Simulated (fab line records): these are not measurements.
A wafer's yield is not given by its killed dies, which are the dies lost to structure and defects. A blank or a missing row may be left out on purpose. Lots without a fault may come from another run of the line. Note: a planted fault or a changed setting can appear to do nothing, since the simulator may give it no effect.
fab line records	flow nand-harc
[record] lots = 6	wafers = 18	last-day = 26
route steps=1159 shown A_ONON_D1@432 END@1159
lots untouched by any fault: they come from a run of this same line in which no faults occurred
start-h: hours from the record's first day to the start of the lot's first wafer shown	wait-h: how many hours have passed since the lot's step before this one	" the same as in the row above	L1.1+2: a row that stands for several wafers	- either no value or no given start	* or withheld: withheld	< > ~ a bound
route shown NAME@n: a module of which the file shows steps, and the number in the route of the first	usual: mean and standard deviation over wafers with no fault	same: alike in all rows	chamber/n: place in a boat	sites: per-site readings	_std_site: how widely they spread, as a standard deviation	_edge_site: inner sites' mean taken away from outer sites' mean	radius-mm: for every site, how far away it sits from the centre of the wafer	mask NAME#n: copy n	behind: tool/chamber where the wafer was last shaped	hold: reason for holding the lot/hours on hold/outcome of the hold	device: the n, p or np transistor that did not switch	end of line: the same wafers' tests at the end of the route	for a step that has no rows: nothing shown but its recipe	killed: dies that structure and defects cost at the first sort, which is not the same as the wafer's yield	map: per-die view of a wafer (x killed, . not killed, _ where there is no die)
set.NAME: the setting that was run; set.NAME@STEP: the one run at that earlier step	model.NAME: the simulator's own value behind a step, which no gauge read
certain route steps with their lots: each step a table, each wafer a row
services: when a tool's chamber went out of use (start-h, in hours from the record's first day, below 0 if earlier), for how many hours, and the reason
[[steps]]
[step NHARC_A_ONON_D1_DEP_12]
[recipe] target-thk-a = 10000	n2-flow-sccm = 2750	n2o-flow-sccm = 2000	nh3-flow-sccm = 500	sih4-flow-sccm = 210	temp-c = 400
[step NHARC_A_ONON_D1_THK_MEAS_14]
[recipe] thk-meas-gauge = ellipsometry
[usual] thk-nm = 1005/10
lot.wafer	tool	chamber	start-h	wait-h	thk-nm
L583.3	film-metro-02	-	183.57	-	983
L583.5	"	-	"	"	986
L583.6	"	-	"	"	985
L585.1	film-metro-01	-	202.73	-	993
L585.2	"	-	"	"	993
L585.5	"	-	"	"	993
L591.1	film-metro-02	-	244.96	-	1000
L591.2	"	-	"	"	999
L591.6	"	-	"	"	1000
L594.1	film-metro-01	-	254.36	-	1016
L594.2	"	-	"	"	1013
L594.6	"	-	"	"	1015
L599.3	film-metro-01	-	278.27	-	1008
L599.4	"	-	"	"	1009
L599.6	"	-	"	"	1008
L601.1	film-metro-02	-	297.37	-	990
L601.4	"	-	"	"	991
L601.5	"	-	"	"	989
[step NHARC_A_ONON_D1_ANNEAL_15]
[recipe] temp-c = 750	time-s = 3600
[step NHARC_A_ONON_D1_DEP_16]
[recipe] target-thk-a = 10000	n2-flow-sccm = 2750	n2o-flow-sccm = 2000	nh3-flow-sccm = 500	sih4-flow-sccm = 210	temp-c = 400
[step NHARC_A_ONON_D1_THK_MEAS_18]
[recipe] thk-meas-gauge = ellipsometry
[usual] thk-nm = 1003/10
lot.wafer	tool	chamber	start-h	wait-h	thk-nm
L583.3	film-metro-01	-	190.73	-	1000
L583.5	"	-	"	"	1002
L583.6	"	-	"	"	1002
L585.1	film-metro-02	-	209.82	-	992
L585.2	"	-	"	"	993
L585.5	"	-	"	"	994
L591.1	film-metro-02	-	253.90	-	996
L591.2	"	-	"	"	994
L591.6	"	-	"	"	994
L594.1	film-metro-01	-	261.50	-	1017
L594.2	"	-	"	"	1019
L594.6	"	-	"	"	1018
L599.3	film-metro-02	-	285.26	-	1028
L599.4	"	-	"	"	1026
L599.6	"	-	"	"	1026
L601.1	film-metro-02	-	304.44	-	1020
L601.4	"	-	"	"	1019
L601.5	"	-	"	"	1018
[step NHARC_A_ONON_D1_DEP_19]
[recipe] target-thk-a = 10000	n2-flow-sccm = 2750	n2o-flow-sccm = 2000	nh3-flow-sccm = 500	sih4-flow-sccm = 210	temp-c = 400
[step NHARC_A_ONON_D1_THK_MEAS_21]
[recipe] thk-meas-gauge = ellipsometry
[usual] thk-nm = 1003/7.3
lot.wafer	tool	chamber	start-h	wait-h	thk-nm
L583.3	film-metro-01	-	191.29	-	1007
L583.5	"	-	"	"	1007
L583.6	"	-	"	"	1006
L585.1	film-metro-01	-	210.51	-	998
L585.2	"	-	"	"	995
L585.5	"	-	"	"	995
L591.1	film-metro-02	-	254.49	-	1007
L591.2	"	-	"	"	1005
L591.6	"	-	"	"	1006
L594.1	film-metro-02	-	262.07	-	1012
L594.2	"	-	"	"	1007
L594.6	"	-	"	"	1011
L599.3	film-metro-02	-	285.82	-	1001
L599.4	"	-	"	"	1001
L599.6	"	-	"	"	1000
L601.1	film-metro-02	-	305.01	-	1009
L601.4	"	-	"	"	1009
L601.5	"	-	"	"	1010
[step NHARC_A_ONON_D1_DEP_22]
[recipe] target-thk-a = 10000	n2-flow-sccm = 2750	n2o-flow-sccm = 2000	nh3-flow-sccm = 500	sih4-flow-sccm = 210	temp-c = 400
[step NHARC_A_ONON_D1_THK_MEAS_24]
[recipe] thk-meas-gauge = ellipsometry
[usual] thk-nm = 1001/10
lot.wafer	tool	chamber	start-h	wait-h	thk-nm
L583.3	film-metro-02	-	191.86	-	1015
L583.5	"	-	"	"	1017
L583.6	"	-	"	"	1016
L585.1	film-metro-02	-	211.21	-	988
L585.2	"	-	"	"	988
L585.5	"	-	"	"	988
L591.1	film-metro-01	-	255.06	-	985
L591.2	"	-	"	"	986
L591.6	"	-	"	"	987
L594.1	film-metro-01	-	262.64	-	996
L594.2	"	-	"	"	997
L594.6	"	-	"	"	997
L599.3	film-metro-02	-	286.39	-	989
L599.4	"	-	"	"	991
L599.6	"	-	"	"	989
L601.1	film-metro-02	-	305.57	-	1000
L601.4	"	-	"	"	1001
L601.5	"	-	"	"	1002
[step NHARC_A_ONON_D1_DEP_25]
[recipe] target-thk-a = 10000	n2-flow-sccm = 2750	n2o-flow-sccm = 2000	nh3-flow-sccm = 500	sih4-flow-sccm = 210	temp-c = 400
[step NHARC_A_ONON_D1_THK_MEAS_27]
[recipe] thk-meas-gauge = ellipsometry
[usual] thk-nm = 999/9.3
lot.wafer	tool	chamber	start-h	wait-h	thk-nm
L583.3	film-metro-01	-	192.43	-	1003
L583.5	"	-	"	"	1000
L583.6	"	-	"	"	1002
L585.1	film-metro-01	-	211.78	-	996
L585.2	"	-	"	"	994
L585.5	"	-	"	"	996
L591.1	film-metro-01	-	255.63	-	985
L591.2	"	-	"	"	985
L591.6	"	-	"	"	985
L594.1	film-metro-01	-	263.21	-	989
L594.2	"	-	"	"	990
L594.6	"	-	"	"	988
L599.3	film-metro-02	-	286.96	-	997
L599.4	"	-	"	"	997
L599.6	"	-	"	"	996
L601.1	film-metro-02	-	306.14	-	1009
L601.4	"	-	"	"	1009
L601.5	"	-	"	"	1008
[step NHARC_A_ONON_D1_DEP_28]
[recipe] target-thk-a = 10000	n2-flow-sccm = 2750	n2o-flow-sccm = 2000	nh3-flow-sccm = 500	sih4-flow-sccm = 210	temp-c = 400
[usual] nh3-flow-sccm = 499.9/1.6
lot.wafer	tool	chamber	start-h	wait-h	nh3-flow-sccm
L583.3	pecvd-onon-03	0	192.60	0.2	495.6
L583.5	"	0	"	"	499.9
L583.6	"	0	"	"	498.2
L585.1	pecvd-onon-02	0	211.84	0.1	500.1
L585.2	"	0	"	"	497.8
L585.5	"	0	"	"	499.6
L591.1	pecvd-onon-03	0	255.68	0.1	502.4
L591.2	"	0	"	"	503.0
L591.6	"	0	"	"	501.2
L594.1	pecvd-onon-02	0	263.26	0.1	499.6
L594.2	"	0	"	"	502.9
L594.6	"	0	"	"	500.7
L599.3	pecvd-onon-02	0	287.13	0.2	500.1
L599.4	"	0	"	"	501.6
L599.6	"	0	"	"	498.9
L601.1	pecvd-onon-04	0	306.20	0.1	498.9
L601.4	"	0	"	"	501.4
L601.5	"	0	"	"	500.1
[step NHARC_A_ONON_D1_THK_MEAS_30]
[recipe] thk-meas-gauge = ellipsometry
[usual] thk-nm = 1001/10
lot.wafer	tool	chamber	start-h	wait-h	thk-nm
L583.3	film-metro-01	-	193.00	-	997
L583.5	"	-	"	"	996
L583.6	"	-	"	"	997
L585.1	film-metro-01	-	212.37	-	1008
L585.2	"	-	"	"	1008
L585.5	"	-	"	"	1007
L591.1	film-metro-01	-	256.19	-	1002
L591.2	"	-	"	"	1003
L591.6	"	-	"	"	1005
L594.1	film-metro-02	-	263.77	-	575
L594.2	"	-	"	"	573
L594.6	"	-	"	"	575
L599.3	film-metro-02	-	287.53	-	592
L599.4	"	-	"	"	593
L599.6	"	-	"	"	591
L601.1	film-metro-02	-	306.71	-	999
L601.4	"	-	"	"	1000
L601.5	"	-	"	"	999
[step NHARC_A_ONON_D1_DEP_33]
[recipe] target-thk-a = 2000	temp-c = 400	pressure-torr = 6.5	rf-w = 900	teos-flow-sccm = 161.4	flow-sccm = 2650	target-thk-nm = 200	gas = O2	material = SiO2
[usual] flow-sccm = 2649/7.5	heater-power-outer-w = 253/63	heater-power-w = 487/85	throttle-valve-pct = 15.5/0.72
lot.wafer	tool	chamber	start-h	wait-h	flow-sccm	heater-power-outer-w	heater-power-w	throttle-valve-pct
L583.3	pecvd-03	1	193.19	0.2	2658	168	375	14.9
L583.6	"	1	"	"	2656	180	392	15.0
L583.5	"	0	"	"	2655	338	565	15.7
L585.1	pecvd-01	2	212.43	0.1	2655	345	609	16.7
L585.2	"	1	"	"	2651	194	377	15.1
L585.5	"	1	"	"	2644	195	371	14.9
L591.1	pecvd-02	1	256.60	0.4	2649	212	416	15.6
L591.2	"	2	"	"	2654	282	496	15.2
L591.6	"	2	"	"	2657	298	501	15.0
L594.2	pecvd-02	0	263.83	0.1	2639	236	509	14.9
L594.1	"	1	"	"	2648	201	413	15.7
L594.6	"	2	"	"	2650	337	553	15.1
L599.3	pecvd-03	2	287.68	0.1	2646	363	647	16.0
L599.6	"	0	"	"	2646	232	444	16.1
L599.4	"	1	"	"	2645	213	418	14.9
L601.1	pecvd-01	0	306.86	0.1	2658	323	641	16.7
L601.5	"	1	"	"	2646	207	379	14.8
L601.4	"	0	"	"	2642	210	481	17.1
[step NHARC_END_SORT_01]
[recipe] temp-c = 25
[usual] killed-at-array = 28/9.1	killed-at-other = 0.6/0.87	killed-at-periphery = 3.4/2.7	killed-dies = 32/9	killed-open = 3.2/1.9	killed-short = 2.0/1.3
[same] gross-dies = 677
lot.wafer	tool	chamber	start-h	wait-h	killed-at-array	killed-at-other	killed-at-periphery	killed-dies	killed-open	killed-short
L594.1	prober-02	0	548.97	2.5	675	0	2	677	4	1
L594.2	prober-02	0	549.77	2.8	675	1	1	677	3	3
L594.6	prober-02	0	552.98	4.0	675	1	1	677	2	3
L599.3	prober-01	0	596.87	3.1	674	0	3	677	0	1
L599.4	prober-01	0	597.67	3.4	673	2	2	677	2	4
L599.6	prober-01	0	599.27	4.0	677	0	0	677	4	1
// killed by level:class
L594.1 A_ONON_D1:area-dep=639 A_SLIT:chamber-film-flake=15 A_CHANNEL_HOLE_D1:chamber-film-flake=5 A_CONTACT:chamber-film-flake=4 A_M1:chamber-film-flake=4 A_CONTACT:geometric-particle:open=3 A_WL_FILL:chamber-film-flake=2 P_GATE:geometric-particle:open=1
L594.2 A_ONON_D1:area-dep=628 A_SLIT:chamber-film-flake=15 A_CHANNEL_HOLE_D1:chamber-film-flake=11 A_CONTACT:chamber-film-flake=9 A_STAIRCASE:chamber-film-flake=4 A_ONON_D1:geometric-particle:open=2 A_M1:chamber-film-flake=2 A_SOURCE_PLATE:geometric-particle:short=1
L594.6 A_ONON_D1:area-dep=636 A_CHANNEL_HOLE_D1:chamber-film-flake=12 A_SLIT:chamber-film-flake=11 A_CONTACT:chamber-film-flake=7 A_M1:chamber-film-flake=4 A_WL_FILL:geometric-particle:short=2 A_ONON_D1:geometric-particle:short=1 A_BLC:geometric-particle:open=1
L599.3 A_ONON_D1:area-dep=663 A_CHANNEL_HOLE_D1:chamber-film-flake=6 A_CONTACT:chamber-film-flake=4 P_GATE:chamber-film-flake=2 A_WL_FILL:geometric-particle:short=1 P_STI:chamber-film-flake=1
L599.4 A_ONON_D1:area-dep=658 A_CHANNEL_HOLE_D1:chamber-film-flake=6 THIN_TSV:chamber-film-flake=2 P_M0:geometric-particle:short=1 A_SOURCE_PLATE:geometric-particle:short=1 A_ONON_D1:geometric-particle:short=1 A_CHANNEL_FILL_D1:geometric-particle:short=1 A_WL_FILL:geometric-particle:open=1
L599.6 A_ONON_D1:area-dep=659 A_CHANNEL_HOLE_D1:chamber-film-flake=10 A_CONTACT:chamber-film-flake=2 A_CHANNEL_HOLE_D1:geometric-particle:open=1 A_WL_FILL:geometric-particle:short=1 A_WL_FILL:geometric-particle:open=1 A_CONTACT:geometric-particle:open=1 A_M0:geometric-particle:open=1
// map L594.1 (x killed, . not)
____________x____________
_________xxxxxxx_________
_______xxxxxxxxxxx_______
______xxxxxxxxxxxxx______
_____xxxxxxxxxxxxxxx_____
____xxxxxxxxxxxxxxxxx____
____xxxxxxxxxxxxxxxxx____
___xxxxxxxxxxxxxxxxxxx___
___xxxxxxxxxxxxxxxxxxx___
__xxxxxxxxxxxxxxxxxxxxx__
__xxxxxxxxxxxxxxxxxxxxx__
_xxxxxxxxxxxxxxxxxxxxxxx_
_xxxxxxxxxxxxxxxxxxxxxxx_
_xxxxxxxxxxxxxxxxxxxxxxx_
_xxxxxxxxxxxxxxxxxxxxxxx_
_xxxxxxxxxxxxxxxxxxxxxxx_
xxxxxxxxxxxxxxxxxxxxxxxxx
xxxxxxxxxxxxxxxxxxxxxxxxx
xxxxxxxxxxxxxxxxxxxxxxxxx
xxxxxxxxxxxxxxxxxxxxxxxxx
xxxxxxxxxxxxxxxxxxxxxxxxx
_xxxxxxxxxxxxxxxxxxxxxxx_
_xxxxxxxxxxxxxxxxxxxxxxx_
_xxxxxxxxxxxxxxxxxxxxxxx_
_xxxxxxxxxxxxxxxxxxxxxxx_
_xxxxxxxxxxxxxxxxxxxxxxx_
__xxxxxxxxxxxxxxxxxxxxx__
__xxxxxxxxxxxxxxxxxxxxx__
___xxxxxxxxxxxxxxxxxxx___
___xxxxxxxxxxxxxxxxxxx___
____xxxxxxxxxxxxxxxxx____
____xxxxxxxxxxxxxxxxx____
_____xxxxxxxxxxxxxxx_____
______xxxxxxxxxxxxx______
_______xxxxxxxxxxx_______
_________xxxxxxx_________
____________x____________
// map L599.3 (x killed, . not)
____________x____________
_________xxxxxxx_________
_______xxxxxxxxxxx_______
______xxxxxxxxxxxxx______
_____xxxxxxxxxxxxxxx_____
____xxxxxxxxxxxxxxxxx____
____xxxxxxxxxxxxxxxxx____
___xxxxxxxxxxxxxxxxxxx___
___xxxxxxxxxxxxxxxxxxx___
__xxxxxxxxxxxxxxxxxxxxx__
__xxxxxxxxxxxxxxxxxxxxx__
_xxxxxxxxxxxxxxxxxxxxxxx_
_xxxxxxxxxxxxxxxxxxxxxxx_
_xxxxxxxxxxxxxxxxxxxxxxx_
_xxxxxxxxxxxxxxxxxxxxxxx_
_xxxxxxxxxxxxxxxxxxxxxxx_
xxxxxxxxxxxxxxxxxxxxxxxxx
xxxxxxxxxxxxxxxxxxxxxxxxx
xxxxxxxxxxxxxxxxxxxxxxxxx
xxxxxxxxxxxxxxxxxxxxxxxxx
xxxxxxxxxxxxxxxxxxxxxxxxx
_xxxxxxxxxxxxxxxxxxxxxxx_
_xxxxxxxxxxxxxxxxxxxxxxx_
_xxxxxxxxxxxxxxxxxxxxxxx_
_xxxxxxxxxxxxxxxxxxxxxxx_
_xxxxxxxxxxxxxxxxxxxxxxx_
__xxxxxxxxxxxxxxxxxxxxx__
__xxxxxxxxxxxxxxxxxxxxx__
___xxxxxxxxxxxxxxxxxxx___
___xxxxxxxxxxxxxxxxxxx___
____xxxxxxxxxxxxxxxxx____
____xxxxxxxxxxxxxxxxx____
_____xxxxxxxxxxxxxxx_____
______xxxxxxxxxxxxx______
_______xxxxxxxxxxx_______
_________xxxxxxx_________
____________x____________
[[services]]
tool	chamber	start-h	hours	kind
pecvd-01	-	196.47	0.8	repair
pecvd-01	-	230.57	0.6	repair
pecvd-01	-	237.03	13.0	pm
pecvd-01	0	237.03	13.0	vent-cycle
pecvd-01	1	237.03	13.0	vent-cycle
pecvd-01	2	237.03	13.0	vent-cycle
pecvd-onon-04	-	237.09	13.0	pm
pecvd-01	0	250.03	-	clean
pecvd-01	1	250.03	-	clean
pecvd-01	2	250.03	-	clean
pecvd-03	-	262.55	1.8	repair
pecvd-03	1	271.17	3.5	repair
pecvd-03	-	292.12	13.0	pm
pecvd-03	0	292.12	13.0	vent-cycle
pecvd-03	1	292.12	13.0	vent-cycle
pecvd-03	2	292.12	13.0	vent-cycle
pecvd-onon-02	-	292.17	13.0	pm
pecvd-01	-	292.38	1.7	repair
pecvd-03	0	305.12	-	clean
pecvd-03	1	305.12	-	clean
pecvd-03	2	305.12	-	clean
[[key]]
[first-sign] step = NHARC_A_ONON_D1_THK_MEAS_30	reading = thk-nm	direction = down	sigmas = 42	usual = 1001	struck = 583
[effect] step = NHARC_END_SORT_01	reading = killed-dies	direction = up	sigmas = 72	usual = 32	struck = 677
[more-kills-born-at] NHARC_A_ONON_D1_DEP_28@pecvd-onon-02 = 3883
met-at NHARC_A_ONON_D1_DEP_28
struck-wafers L594.1,L594.2,L594.6,L599.3,L599.4,L599.6
later-rows-left-out L594.1,L594.2,L594.6,L599.3,L599.4,L599.6
tester-left-out L594,L599
onset-between 211.84 263.26
[fault] kind = process-parameter-drift	tool = pecvd-onon-02	chamber = 0	onset-h = 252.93	steps = NHARC_A_ONON_D1_DEP_28	channel = target-thk-a	offset = *	shape = step	end-h = 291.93	acts-in = *	stated = *
// tester-left-out: of these lots the tester's yield and bins aren't shown, on N5 and GAA mostly nor the transistor test; their killed dies are dies lost to structure and defects alone, not to doping, threshold or leakage, so they don't give the yield
// later-rows-left-out: the simulator's readings of these wafers behind a module that went badly wrong aren't trusted and aren't shown, but for the sort
